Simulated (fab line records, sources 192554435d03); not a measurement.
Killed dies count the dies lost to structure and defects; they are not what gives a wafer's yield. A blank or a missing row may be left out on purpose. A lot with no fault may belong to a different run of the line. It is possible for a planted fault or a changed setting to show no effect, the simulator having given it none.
fab line records	flow n5-finfet
record: lots: 7	wafers: 21
route steps=1938 shown BEOL_M2@879 BEOL_M4@1031
start-h: the number of hours between the record's first day and the start of the first shown wafer of the lot	wait-h: hours from the lot's prior step to this one	" as in the row above	L1.1+2: a single row standing in for several wafers	- no value, or no start given	* or withheld: withheld	< > ~ a bound
route shown NAME@n: NAME is a module with steps in the file, n the number in the route of the first one	usual: mean/standard deviation of fault-free wafers	same: alike in all rows	chamber/n: place in a boat	sites: per-site readings	_std_site: standard deviation across them	_edge_site: the outer-site mean with the inner-site mean subtracted	radius-mm: for every site, how far away it sits from the centre of the wafer	mask NAME#n: copy n	behind: the tool/chamber that last shaped the wafer	hold: why the lot went on hold/how many hours it stayed there/how the hold came to an end	device: the n, p or np transistor that did not switch	end of line: tests of these same wafers at the route's end	where a step has no rows: the recipe by itself	killed: count of dies lost to structure and defects at first sort (not the wafer's yield)	map: a wafer's dies, x killed, . not, _ none there
set.NAME: the setting that was run; set.NAME@STEP: the one run at that earlier step	model.NAME: the simulator's own value behind a step, which no gauge read
one table per step and one row per wafer, for lots whose settings were changed on purpose
== steps ==
step: N5_BEOL_M2_DESCUM_33
recipe: chemistry: O2	time-s: 7	source-power-w: 50	bias-power-w: 20	pressure-mtorr: 20	rf-frequency-hz: 2.712e+07	temp-c: 40	resist: CAR-EUV	o2-flow-sccm: 225
lot.wafer	tool	chamber	start-h	wait-h	set.time-s	model.CAR-EUV_of_BEOL_M2_COAT_22.thk-nm
L075.4+6	rie-diel-01	0,2	151.36	0.2	7.701	25.8
L075.5	"	1	"	"	7	26
L080.2+4+6	rie-diel-06	0,2,3	181.50	0.2	7	26.2
L087.1	rie-diel-06	3	216.11	0.0	7	26.2
L087.2	"	0	"	"	8.079	25.6
L087.5	"	1	"	"	7	26
L091.1+3+5	rie-diel-06	2,1,0	240.78	0.0	7	26
L092.2	rie-diel-01	3	258.11	0.0	7.464	25.8
L092.3+4	"	0,1	"	"	7	26.2
L095.1+4+6	rie-diel-03	3,3,1	266.21	0.0	7	26
L096.1	rie-diel-01	3	267.52	0.0	7	26
L096.2+5	"	2,3	"	"	8.432	25.4
step: N5_BEOL_M2_ETCH_77
recipe: chemistry: N2/H2	target: underlayer	target-depth-a: 65	mask-material: CAR-EUV	time-s: 5.2	ion-energy-ev: 200	pressure-mtorr: 30	source-w: 840	bias-w: 150	n2-flow-sccm: 200	h2-flow-sccm: 200	ends: cleared
lot.wafer	tool	chamber	start-h	wait-h	set.time-s@BEOL_M2_DESCUM_33	model.CAR-EUV_of_BEOL_M2_COAT_22.thk-nm
L075.4	rie-diel-01	0	151.39	0.0	7.701	20
L075.5	"	1	"	"	7	20.4
L075.6	"	2	"	"	7.701	20.2
L080.2+6	rie-diel-06	0,3	181.53	0.0	7	20.4
L080.4	"	2	"	"	7	20.6
L087.1+5	rie-diel-06	3,1	216.14	0.0	7	20.4
L087.2	"	0	"	"	8.079	19.8
L091.1	rie-diel-06	2	240.81	0.0	7	20.4
L091.3+5	"	1,0	"	"	7	20.2
L092.2	rie-diel-01	3	258.14	0.0	7.464	20.2
L092.3+4	"	0,1	"	"	7	20.4
L095.1+4+6	rie-diel-03	3,3,1	266.24	0.0	7	20.4
L096.1	rie-diel-01	3	267.55	0.0	7	20.4
L096.2+5	"	2,3	"	"	8.432	19.6
step: N5_BEOL_M2_ETCH_69
recipe: chemistry: CF4	target: SiARC	target-depth-a: 156	mask-material: CAR-EUV	time-s: 26	ion-energy-ev: 80	pressure-mtorr: 40	source-w: 545	bias-w: 36	Ar_flow_sccm: 100	cf4-flow-sccm: 100	ends: cleared
lot.wafer	tool	chamber	start-h	wait-h	set.time-s@BEOL_M2_DESCUM_33	model.CAR-EUV_of_BEOL_M2_COAT_22.thk-nm
L075.4	rie-diel-01	0	151.43	0.0	7.701	10.8
L075.5	"	1	"	"	7	11.2
L075.6	"	2	"	"	7.701	11
L080.2+6	rie-diel-06	0,3	181.55	0.0	7	11.2
L080.4	"	2	"	"	7	11.4
L087.1+5	rie-diel-06	3,1	216.16	0.0	7	11.2
L087.2	"	0	"	"	8.079	10.6
L091.1	rie-diel-06	2	240.83	0.0	7	11.2
L091.3+5	"	1,0	"	"	7	11
L092.2	rie-diel-01	3	258.16	0.0	7.464	11
L092.3+4	"	0,1	"	"	7	11.2
L095.1+4+6	rie-diel-03	3,3,1	266.26	0.0	7	11.2
L096.1	rie-diel-01	3	267.57	0.0	7	11
L096.2+5	"	2,3	"	"	8.432	10.4
step: N5_BEOL_M2_ALD_98
recipe: material: SiO2	target-thk-a: 25	temp-c: 100	ald-precursor-family: BDEAS	ald-co-reactant: O2-plasma	pulse-time-s: 1	co-reactant-pulse-time-s: 1	purge-time-s: 2	co-reactant-purge-time-s: 2	ald-cycles: 17	pressure-torr: 2
step: N5_BEOL_M2_ETCHBACK_99
recipe: chemistry: CHF3	target: SiO2	target-depth-a: 50	time-s: 10.4	source-w: 215	bias-w: 47	Ar_flow_sccm: 200	CHF3_flow_sccm: 12	ion-energy-ev: 100	pressure-mtorr: 30
lot.wafer	tool	chamber	start-h	wait-h	set.time-s@BEOL_M2_DESCUM_33	model.CAR-EUV_of_BEOL_M2_COAT_22.thk-nm
L075.4+6	rie-diel-06	3,0	156.87	5.3	7.701	10.2
L075.5	"	2	"	"	7	10.4
L080.2+6	rie-diel-06	3,2	198.69	17.0	7	10.4
L080.4	"	2	"	"	7	10.6
L087.1+5	rie-diel-03	1,0	217.95	1.2	7	10.4
L087.2	"	3	"	"	8.079	10
L091.1+3+5	rie-diel-01	0,1,0	259.54	18.5	7	10.4
L092.2	rie-diel-01	0	264.77	6.5	7.464	10.2
L092.3	"	3	"	"	7	10.6
L092.4	"	2	"	"	7	10.4
L096.1	rie-diel-01	0	275.01	7.3	7	10.4
L096.2+5	"	3,0	"	"	8.432	9.6
L095.1+4+6	rie-diel-06	3,2,0	275.04	8.4	7	10.4
step: N5_BEOL_M2_ETCH_70
recipe: chemistry: N2/H2	target: SOC	target-depth-a: 800	overetch-a: 240	mask-material: SiARC	temp-c: 40	time-s: 130	ion-energy-ev: 200	pressure-mtorr: 30	source-w: 840	bias-w: 150	n2-flow-sccm: 200	h2-flow-sccm: 200
lot.wafer	tool	chamber	start-h	wait-h	set.spin-rpm@BEOL_M2_COAT_67	model.etch.depth-nm
L075.4	rie-diel-06	3	156.94	0.0	1500	59.77
L075.5	"	2	"	"	1441	61.33
L075.6	"	0	"	"	1441	61.23
L080.2	rie-diel-06	3	198.73	0.0	1500	59.93
L080.4	"	2	"	"	1500	59.97
L080.6	"	2	"	"	1500	59.87
L087.1	rie-diel-03	1	217.98	0.0	1500	60.24
L087.2	"	3	"	"	1500	59.93
L087.5	"	0	"	"	1371	62.76
L091.1	rie-diel-01	0	259.58	0.0	1500	60.27
L091.3	"	1	"	"	1574	58.91
L091.5	"	0	"	"	1574	59.01
L092.2	rie-diel-01	0	264.81	0.0	1500	59.78
L092.3	"	3	"	"	1500	59.96
L092.4	"	2	"	"	1500	60.01
L096.1	rie-diel-01	0	275.04	0.0	1500	59.88
L096.2	"	3	"	"	1500	60.01
L096.5	"	0	"	"	1376	62.63
L095.1	rie-diel-06	3	275.08	0.0	1500	60.15
L095.4	"	2	"	"	1500	60.01
L095.6	"	0	"	"	1500	60.23
step: N5_BEOL_M4_EXPOSE_08
recipe: mask-id: M4	na: 0.33	source-shape: dipole	sigma-inner: 0.369	sigma-outer: 0.767	polarization: unpolarized	dose-mj: 41.25
lot.wafer	tool	chamber	start-h	wait-h	mask	set.dose-mj
L075.4+5+6	euv-scanner-02	0	177.64	-	M4#0	41.25
L080.2+4+6	euv-scanner-01	0	228.37	-	M4#0	41.25
L087.1+2+5	euv-scanner-01	0	244.04	-	M4#0	41.25
L091.1+3	euv-scanner-02	0	276.68	-	M4#0	40.13
L091.5	"	0	"	"	M4#0	41.25
L092.2+3	euv-scanner-02	0	280.89	-	M4#0	41.25
L092.4	"	0	"	"	M4#0	44
L096.1+2+5	euv-scanner-02	0	293.95	-	M4#0	41.25
L095.1+4+6	euv-scanner-02	0	295.76	-	M4#0	41.25
step: N5_BEOL_M4_PEB_09
recipe: peb-temp-c: 100	peb-time-s: 60	resist: CAR-EUV
step: N5_BEOL_M4_DEVELOP_10
recipe: develop-time-s: 30	developer: TMAH	resist: CAR-EUV	rinse-liquid: surfactant-rinse	dry: air-spin	dev-temp-c: 23
step: N5_BEOL_M4_DESCUM_16
recipe: chemistry: O2	time-s: 7	source-power-w: 50	bias-power-w: 20	pressure-mtorr: 20	rf-frequency-hz: 2.712e+07	temp-c: 40	resist: CAR-EUV	o2-flow-sccm: 225
step: N5_BEOL_M4_ETCH_74
recipe: chemistry: N2/H2	target: underlayer	target-depth-a: 65	mask-material: CAR-EUV	time-s: 5.2	ion-energy-ev: 200	pressure-mtorr: 30	source-w: 840	bias-w: 150	n2-flow-sccm: 200	h2-flow-sccm: 200	ends: cleared
lot.wafer	tool	chamber	start-h	wait-h	set.dose-mj@BEOL_M4_EXPOSE_08	model.BEOL_M4.cd-offset-nm
L075.4+6	rie-diel-06	2	177.90	0.0	41.25	0
L075.5	"	3	"	"	41.25	0.2
L080.2+4	rie-diel-03	3,0	228.65	0.0	41.25	0
L080.6	"	2	"	"	41.25	0.2
L087.1	rie-diel-01	0	244.32	0.0	41.25	-0.2
L087.2+5	"	2,3	"	"	41.25	0
L091.1	rie-diel-03	2	276.97	0.0	40.13	-0.4
L091.3	"	3	"	"	40.13	-0.6
L091.5	"	1	"	"	41.25	0
L092.2	rie-diel-06	0	281.19	0.0	41.25	0
L092.3	"	3	"	"	41.25	0.2
L092.4	"	3	"	"	44	1.4
L096.1+2+5	rie-diel-01	1,0,2	294.24	0.0	41.25	0
L095.1+4+6	rie-diel-01	3,2,2	296.05	0.0	41.25	0.2
step: N5_BEOL_M4_ETCH_63
recipe: chemistry: CF4	target: SiARC	target-depth-a: 156	mask-material: CAR-EUV	time-s: 26	ion-energy-ev: 80	pressure-mtorr: 40	source-w: 545	bias-w: 36	Ar_flow_sccm: 100	cf4-flow-sccm: 100	ends: cleared
lot.wafer	tool	chamber	start-h	wait-h	set.dose-mj@BEOL_M4_EXPOSE_08	model.BEOL_M4.cd-offset-nm
L075.4+6	rie-diel-06	2	177.92	0.0	41.25	0
L075.5	"	3	"	"	41.25	0.2
L080.2+4	rie-diel-03	3,0	228.67	0.0	41.25	-0.2
L080.6	"	2	"	"	41.25	0
L087.1+2+5	rie-diel-01	0,2,3	244.34	0.0	41.25	0
L091.1+3	rie-diel-03	2,3	276.99	0.0	40.13	-0.6
L091.5	"	1	"	"	41.25	0.2
L092.2+3	rie-diel-06	0,3	281.20	0.0	41.25	0
L092.4	"	3	"	"	44	1.4
L096.1+2	rie-diel-01	1,0	294.26	0.0	41.25	0
L096.5	"	2	"	"	41.25	-0.2
L095.1	rie-diel-01	3	296.07	0.0	41.25	0.2
L095.4+6	"	2	"	"	41.25	0
step: N5_BEOL_M4_ETCH_64
recipe: chemistry: N2/H2	target: SOC	target-depth-a: 750	overetch-a: 225	mask-material: SiARC	temp-c: 40	time-s: 121.9	ion-energy-ev: 200	pressure-mtorr: 30	source-w: 840	bias-w: 150	n2-flow-sccm: 200	h2-flow-sccm: 200
usual: rf-vpp-V: 524.4/2.3
lot.wafer	tool	chamber	start-h	wait-h	set.bias-w	set.dose-mj@BEOL_M4_EXPOSE_08	rf-vpp-V	model.SiARC_of_BEOL_M4_COAT_62.thk-nm	model.BEOL_M4.cd-offset-nm
L075.4	rie-diel-06	2	177.95	0.0	150	41.25	522.9	6.2	0
L075.5	"	3	"	"	150	41.25	524.0	6.2	0.4
L075.6	"	2	"	"	150	41.25	524.0	6.4	0.2
L080.2	rie-diel-03	3	228.70	0.0	159.2	41.25	540.0	6.2	0
L080.4	"	0	"	"	150	41.25	525.9	6.4	-0.2
L080.6	"	2	"	"	159.2	41.25	547.2	6	0.2
L087.1	rie-diel-01	0	244.37	0.0	170.1	41.25	565.5	5.4	0
L087.2	"	2	"	"	150	41.25	528.5	6.4	-0.2
L087.5	"	3	"	"	150	41.25	521.5	6.2	0.2
L091.1	rie-diel-03	2	277.01	0.0	150	40.13	526.5	6.4	-0.4
L091.3	"	3	"	"	150	40.13	520.4	6.4	-0.6
L091.5	"	1	"	"	150	41.25	527.3	6.4	0.4
L092.2	rie-diel-06	0	281.23	0.0	150	41.25	524.8	6.4	0
L092.3	"	3	"	"	128.3	41.25	474.5	7.2	0
L092.4	"	3	"	"	150	44	524.5	6.2	1.4
L096.1	rie-diel-01	1	294.29	0.0	150	41.25	524.5	6.2	0
L096.2	"	0	"	"	150	41.25	522.4	6.2	0
L096.5	"	2	"	"	150	41.25	525.4	6.2	0
L095.1	rie-diel-01	3	296.10	0.0	150	41.25	522.7	6.2	0.2
L095.4	"	2	"	"	150	41.25	525.2	6.2	0.2
L095.6	"	2	"	"	150	41.25	527.5	6.2	0
step: N5_BEOL_M4_STRIP_65
recipe: chemistry: N2/H2	temp-c: 40	n2-flow-sccm: 200	h2-flow-sccm: 200	rf-frequency-hz: 6e+07
step: N5_BEOL_M4_STRIP_75
recipe: chemistry: N2/H2	temp-c: 40	n2-flow-sccm: 200	h2-flow-sccm: 200	rf-frequency-hz: 6e+07
step: N5_BEOL_M4_STRIP_66
recipe: chemistry: CF4	resist: SiARC	power-w: 300	bias-power-w: 75	pressure-mtorr: 50	cf4-flow-sccm: 150	rf-frequency-hz: 6e+07
step: N5_BEOL_M4_HM_OPEN_17
recipe: chemistry: Cl2/BCl3	target-depth-a: 200	overetch-a: 60	target: TiN	mask-material: SOC	ion-energy-ev: 150	pressure-mtorr: 10	icp-w: 1000	bias-w: 126	Cl2_flow_sccm: 53.25	bcl3-flow-sccm: 21.75	Ar_flow_sccm: 25
lot.wafer	tool	chamber	start-h	wait-h	set.dose-mj@BEOL_M4_EXPOSE_08	model.BEOL_M4.cd-offset-nm
L075.4	rie-metal-01	1	178.15	0.1	41.25	0
L075.5+6	"	1,0	"	"	41.25	0.2
L080.2+4	rie-metal-02	0,1	228.87	0.0	41.25	0
L080.6	"	1	"	"	41.25	0.2
L087.1	rie-metal-01	1	244.54	0.0	41.25	0
L087.2	"	0	"	"	41.25	-0.2
L087.5	"	1	"	"	41.25	0.2
L091.1	rie-metal-03	1	277.19	0.0	40.13	-0.4
L091.3	"	1	"	"	40.13	-0.6
L091.5	"	1	"	"	41.25	0.4
L092.2	rie-metal-03	1	281.41	0.0	41.25	0
L092.3	"	0	"	"	41.25	0.2
L092.4	"	1	"	"	44	1.4
L096.1+2	rie-metal-03	0,1	294.46	0.0	41.25	0
L096.5	"	1	"	"	41.25	0.2
L095.1+6	rie-metal-02	0,1	296.27	0.0	41.25	0.2
L095.4	"	0	"	"	41.25	0.4
step: N5_BEOL_M4_STRIP_19
recipe: chemistry: O2	power-w: 400	temp-c: 40	pressure-mtorr: 30	rf-frequency-hz: 6e+07	bias-power-w: 0	overash-fraction: 0.2	o2-flow-sccm: 225
step: N5_BEOL_M4_CD_MEAS_18
recipe: pitch-nm: 36	target-cd-nm: 18
usual: cd-nm: 17.9/0.3
lot.wafer	tool	chamber	start-h	wait-h	set.dose-mj@BEOL_M4_EXPOSE_08	cd-nm
L075.4	cd-sem-02	-	178.31	0.1	41.25	18.2
L075.5	"	-	"	"	41.25	18.2
L075.6	"	-	"	"	41.25	17.9
L080.2	cd-sem-01	-	229.05	0.1	41.25	18.1
L080.4	"	-	"	"	41.25	18.0
L080.6	"	-	"	"	41.25	18.2
L087.1	cd-sem-01	-	244.72	0.0	41.25	17.6
L087.2	"	-	"	"	41.25	17.9
L087.5	"	-	"	"	41.25	18.1
L091.1	cd-sem-02	-	277.37	0.0	40.13	17.7
L091.3	"	-	"	"	40.13	17.7
L091.5	"	-	"	"	41.25	18.1
L092.2	cd-sem-03	-	281.60	0.1	41.25	18.0
L092.3	"	-	"	"	41.25	18.0
L092.4	"	-	"	"	44	19.2
L096.1	cd-sem-03	-	294.64	0.0	41.25	18.3
L096.2	"	-	"	"	41.25	18.6
L096.5	"	-	"	"	41.25	18.0
L095.1	cd-sem-03	-	296.50	0.0	41.25	18.3
L095.4	"	-	"	"	41.25	18.3
L095.6	"	-	"	"	41.25	18.1
== key ==
split: step: N5_BEOL_M2_DESCUM_33	setting: time-s	stated: 7	by: wafer
response: step: N5_BEOL_M2_DESCUM_33	reading: model.CAR-EUV_of_BEOL_M2_COAT_22.thk-nm	change: -0.0308	per: 1%	r: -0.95
response: step: N5_BEOL_M2_ETCH_77	reading: model.CAR-EUV_of_BEOL_M2_COAT_22.thk-nm	change: -0.0374	per: 1%	r: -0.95
response: step: N5_BEOL_M2_ETCH_69	reading: model.CAR-EUV_of_BEOL_M2_COAT_22.thk-nm	change: -0.0323	per: 1%	r: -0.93
response: step: N5_BEOL_M2_ETCHBACK_99	reading: model.CAR-EUV_of_BEOL_M2_COAT_22.thk-nm	change: -0.0331	per: 1%	r: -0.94
split: step: N5_BEOL_M4_EXPOSE_08	setting: dose-mj	stated: 41.25	by: wafer
response: step: N5_BEOL_M4_ETCH_74	reading: model.BEOL_M4.cd-offset-nm	change: +0.193	per: 1%	r: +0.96
response: step: N5_BEOL_M4_ETCH_63	reading: model.BEOL_M4.cd-offset-nm	change: +0.222	per: 1%	r: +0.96
response: step: N5_BEOL_M4_ETCH_64	reading: model.BEOL_M4.cd-offset-nm	change: +0.227	per: 1%	r: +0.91
response: step: N5_BEOL_M4_HM_OPEN_17	reading: model.BEOL_M4.cd-offset-nm	change: +0.214	per: 1%	r: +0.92
response: step: N5_BEOL_M4_CD_MEAS_18	reading: cd-nm	change: +0.171	per: 1%	r: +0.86
split: step: N5_BEOL_M4_ETCH_64	setting: bias-w	stated: 150	by: wafer
response: step: N5_BEOL_M4_ETCH_64	reading: rf-vpp-V	change: +3.23	per: 1%	r: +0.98
response: step: N5_BEOL_M4_ETCH_64	reading: model.SiARC_of_BEOL_M4_COAT_62.thk-nm	change: -0.0631	per: 1%	r: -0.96
split outside-this-file step=N5_BEOL_M2_COAT_67 setting=spin-rpm
split outside-this-file: this setting was split too, and the file shows its column; the key of that split is in another file
